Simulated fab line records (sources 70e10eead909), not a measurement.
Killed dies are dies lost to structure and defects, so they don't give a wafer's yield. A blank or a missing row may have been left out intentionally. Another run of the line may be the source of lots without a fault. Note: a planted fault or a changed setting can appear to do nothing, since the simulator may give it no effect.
8D (eight disciplines) problem report, filled in by code ; flow nand_harc ; the parts of the form that need people (team, actions taken, sign-off) are left out

1. WHAT WENT WRONG
Wafers without a fault read 144.0 nm, standard deviation 1.5; thk_nm at NHARC_P_M2_THK_MEAS_24 reads a mean of 29.3 nm on 6 wafers belonging to 2 lots. That is -76 standard deviations from the usual mean.
The step: measures by xrf.
Seen first at day 8 22:59 on film_metro-02, wafer L275.1. At this step, 33 wafers from 11 lots have a number in the record. The rule behind "out" and "out of limits": a value lying over 4 standard deviations away from the usual mean. The other wafers with a number count as sound.

2. WHAT THIS IS AND IS NOT
question;is;is not
which readings at this step;thk_nm;-
which lots;L275, L276;L265, L267, L270, L271, L274, L279, L281, L283, L286
which wafers of those lots;all that have a number;-
read on which gauges;film_metro-02;film_metro-01
when;from day 8 22:59;"up to then (15 sound wafers); but 12 sound wafers of L279, L281, L283, L286 came after"

3. WHAT RULES OUT EACH SUSPECT
Counting: a tool at a process step up to the reading stays a suspect if it ran every lot that is out and no sound lot after the first of them.
- the gauge at NHARC_P_M2_THK_MEAS_24 has been ruled out. All the wafers that are out were read on film_metro-02, but those of them that NHARC_P_M2_CMP_23 has rows for are out there too, on other tools.
- ecd_cu-02 at NHARC_P_M2_ECD_22 (material Cu, target thk 400 nm): ruled out as a lasting fault. Sound lots L279, L281, L283 ran on it after its first lot that is out, L275 (day 8 21:58).
- rtp_anneal-01 at NHARC_P_M2_ANNEAL_31 (time 90 s): ruled out as a lasting fault. Sound lots L279, L281 ran on it after its first lot that is out, L275 (day 8 22:20).
Left after counting: nothing in the record.

4. THE CAUSE (what the simulator had put in)
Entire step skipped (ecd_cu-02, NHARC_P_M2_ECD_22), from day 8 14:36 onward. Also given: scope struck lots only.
Counting ruled it out, wrongly: the rule takes a fault to strike every lot that its tool runs from its start on, and this one did not.

5. THE CHAIN OF EFFECTS, in route order
One row per reading whose mean, taken over the struck wafers that have a number, lies over 3 standard deviations from the usual. Scope: only readings with a usual standard deviation given in the record; hours: median across lots of the time from each lot's start at the first step in this table that gives one to its start at this step; sigmas: change in usual standard deviations.
hours;step;reading;usual;on struck wafers;change;sigmas
0;NHARC_P_M2_CMP_23;time_to_endpoint_s;28.0 s;0.6;-27.4;-11
0;NHARC_P_M2_THK_MEAS_24;thk_nm;144.0 nm;29.3;-114.7;-76
307;NHARC_END_SORT_01;defect_limited_yield;95.4 %;0.0;-95.4;-53
307;NHARC_END_SORT_01;killed_at_periphery;3.4;650.5;+647.1;+99 or more
307;NHARC_END_SORT_01;killed_dies;31;677;+646;+54
307;NHARC_END_SORT_01;sort_bin_2_pct;1.5 %;96.9;+95.4;+99 or more
307;NHARC_END_SORT_01;sort_n_pass;646;0;-646;-54
307;NHARC_END_SORT_01;sort_rim_yield_pct;95.0 %;0.0;-95.0;-38
307;NHARC_END_SORT_01;sort_yield_pct;95.4 %;0.0;-95.4;-53
The process steps in it:
- NHARC_P_M2_CMP_23: polishes, t overpolish 20 s, target thk 144.3 nm.
Readings that are blank on the struck wafers while sound wafers have them: bath_heat_duty_pct at NHARC_P_M2_ECD_22; bath_temp_c at NHARC_P_M2_ECD_22.

6. HOW IT WOULD HAVE BEEN CAUGHT EARLIER
8 hours passed between the start of the fault at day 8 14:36 and the first reading out of limits at a measuring or inspecting step in this record, taken at day 8 22:59.
At NHARC_P_M2_ECD_22 the tool's readings are blank on the struck wafers, where sound wafers have them: an empty tool record is the first sign, and it was there at once.
